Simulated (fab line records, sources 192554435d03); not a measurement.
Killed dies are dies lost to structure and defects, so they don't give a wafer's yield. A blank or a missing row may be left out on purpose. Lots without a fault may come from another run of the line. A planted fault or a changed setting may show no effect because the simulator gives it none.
Problem report in the 8D (eight disciplines) form, filled by code | flow n5_finfet | the parts of the form that need people (team, actions taken, sign-off) are left out

1. THE PROBLEM
run_length_s at N5_BEOL_M4_COAT_61 reads a mean of 43.84 s on 2 wafers of 2 lots; wafers without a fault read 66.28 s with a standard deviation of 0.24. That is -93 standard deviations from the usual mean.
The step: time 60 s, resist thk 60 nm.
First seen on wafer L905.4, day 9 22:02, on litho_track-02. The record holds 30 wafers of 10 lots with a number at this step. Rule for "out", or "out of limits": more than 4 standard deviations from the usual mean. The other wafers with a number count as sound.

2. WHAT IT IS AND WHAT IT IS NOT
question                    | is                                 | is not
which readings at this step | run_length_s, heater_power_total_W | -
which lots                  | L905, L911                         | L900, L901, L902, L910, L914, L916, L917, L921
which wafers of those lots  | L905.4, L911.4                     | L905.3, L905.6, L911.2, L911.6
read on which tools         | litho_track-02                     | litho_track-01, litho_track-03
when                        | from day 9 22:02                   | up to then (11 sound wafers); but 17 sound wafers of L910, L911, L914, L916, L917, L921 came after

3. SUSPECTS, AND WHAT RULES EACH OUT
Counting: a tool at a process step up to the reading stays a suspect if it ran every lot that is out. Sound lots after the first of them don't rule it out here, since some wafers of a struck lot are sound.
- pecvd-02 at N5_BEOL_M4_PECVD_72 (deposits SiO2 from TEOS/O2, target thk 16 nm, time 18 s): kept. It ran every lot that is out, first L905 (day 9 21:01).
- litho_track-02 at N5_BEOL_M4_COAT_61 (time 60 s, resist thk 60 nm): kept. It ran every lot that is out, first L905 (day 9 22:02); its last sound lot up to then is L902 (day 9 03:53). Its own readings are out on those wafers: heater_power_total_W, run_length_s.
Left after counting: pecvd-02 at N5_BEOL_M4_PECVD_72, litho_track-02 at N5_BEOL_M4_COAT_61.

4. THE CAUSE (what the simulator had put in)
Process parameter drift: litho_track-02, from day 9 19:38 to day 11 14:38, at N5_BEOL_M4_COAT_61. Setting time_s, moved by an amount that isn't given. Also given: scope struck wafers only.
Counting left 2 suspects, and this tool is among them.

5. THE CHAIN OF EFFECTS, in route order
Each row: a reading whose mean over the struck wafers that have a number lies more than 3 standard deviations from the usual. Only readings for which the record gives a usual standard deviation are gone through. hours: the time from each lot's start at the first step in this table that gives one to its start at this step, as a median over the lots. sigmas: the change in usual standard deviations.
hours | step               | reading              | usual   | on struck wafers | change | sigmas
0     | N5_BEOL_M4_COAT_61 | heater_power_total_W | 500.4 W | 671.5            | +171.1 | +90
0     | N5_BEOL_M4_COAT_61 | run_length_s         | 66.28 s | 43.84            | -22.44 | -93
The process steps in it:
- N5_BEOL_M4_COAT_61: time 60 s, resist thk 60 nm.
Later measuring or inspecting steps at which every struck wafer that the step has a row for has a number for every such reading, and none has moved that far: N5_BEOL_M4_RC_MEAS_101.

6. WHAT WOULD HAVE CAUGHT IT SOONER
In this record the first reading out of limits was taken at day 9 22:02, 2 hours after the fault began at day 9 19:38.
